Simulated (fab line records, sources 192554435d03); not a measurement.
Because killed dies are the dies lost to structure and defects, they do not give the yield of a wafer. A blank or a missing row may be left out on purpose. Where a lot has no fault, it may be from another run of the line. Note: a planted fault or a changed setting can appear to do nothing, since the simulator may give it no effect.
Split-lot experiment ; flow n5_finfet ; 7 lots, 21 wafers read, on a route of 1938 steps

== THE SPLIT ==
At N5_BEOL_M15_ETCH_61 (etches BARC in N2/H2, target depth 89 nm, overetch 26.7 nm, time 67.9 s), the setting bias_w was moved away from the recipe's 150 W on 8 of the 21 wafers read, by -12.4% to +16.9%. For the rest of the wafers, this setting stayed at what the recipe calls for.

The reading is taken at the split's own step.

== THE READING ==
rf_vpp_V, in V, at N5_BEOL_M15_ETCH_61 (etches BARC in N2/H2, target depth 89 nm, overetch 26.7 nm, time 67.9 s). Fault-free wafers of this fab line usually give 523.6 V, standard deviation 2.3 V.

wafer;tool, chamber at the split;bias_w as run, W;against the recipe;rf_vpp_V, V;against lot-mates on the recipe
L078.1;rie_diel-03, 1;135.8;-9.5%;488.8;no lot-mate on the recipe
L078.3;rie_diel-03, 2;135.8;-9.5%;491.7;no lot-mate on the recipe
L078.4;rie_diel-03, 3;135.8;-9.5%;488.0;no lot-mate on the recipe
L079.2;rie_diel-03, 3;150;recipe;522.0;-
L079.5;rie_diel-03, 1;150;recipe;521.6;-
L079.6;rie_diel-03, 0;150;recipe;525.4;-
L081.3;rie_diel-06, 0;175.3;+16.9%;578.6;+52.2
L081.5;rie_diel-06, 0;175.3;+16.9%;579.4;+53.0
L081.6;rie_diel-06, 1;150;recipe;526.4;-
L083.3;rie_diel-03, 1;131.4;-12.4%;477.7;-43.0
L083.4;rie_diel-03, 3;150;recipe;520.7;-
L083.5;rie_diel-03, 1;131.4;-12.4%;480.3;-40.4
L085.3;rie_diel-03, 0;150;recipe;525.4;-
L085.4;rie_diel-03, 3;150;recipe;522.9;-
L085.5;rie_diel-03, 2;138;-8.0%;497.1;-27.0
L090.1;rie_diel-01, 3;150;recipe;520.4;-
L090.3;rie_diel-01, 2;150;recipe;525.5;-
L090.4;rie_diel-01, 3;150;recipe;521.7;-
L095.4;rie_diel-01, 2;150;recipe;527.9;-
L095.5;rie_diel-01, 1;150;recipe;528.0;-
L095.6;rie_diel-01, 3;150;recipe;521.0;-

THE FIT
A straight line over all 21 wafers: rf_vpp_V changes by +3.42 V for each +1% of bias_w; r = +1.00; the points scatter about the line by 2.6 V.
The same after taking each lot's own level away (the mean of its wafers on the recipe; 18 wafers): +3.22 V for each +1%; r = +1.00; scatter 2.1 V.
Per that fit: largest bias_w move, reading shift of 54 V.
The lots' own levels span 520.70 to 526.40 V, that is 2.5 times the standard deviation above.
So the lot-to-lot level changes the slope little: the two slopes agree.
Check: with one of the wafers moved furthest among these (+16.9%) left out of the fit, the line predicts +54.7 V for it against its lot-mates. Against them it came out at +52.2 V.
Tool readings at the split's step, against how far the setting was moved: rf_vpp_V r = +1.00.

== OTHER SPLITS ON THESE WAFERS ==
These wafers also went through other splits before the reading. Each is held against what the fit with the lots' levels taken away leaves over:
other split on the same wafers;wafers away from the commonest value;r with rf_vpp_V (lot level and that fit taken away)
N5_BEOL_M15_PEB_26 peb_temp_c;3;-0.03

== FILE'S OWN FIT ==
rf_vpp_V changes by +3.23 V for each +1% of bias_w, r = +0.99.
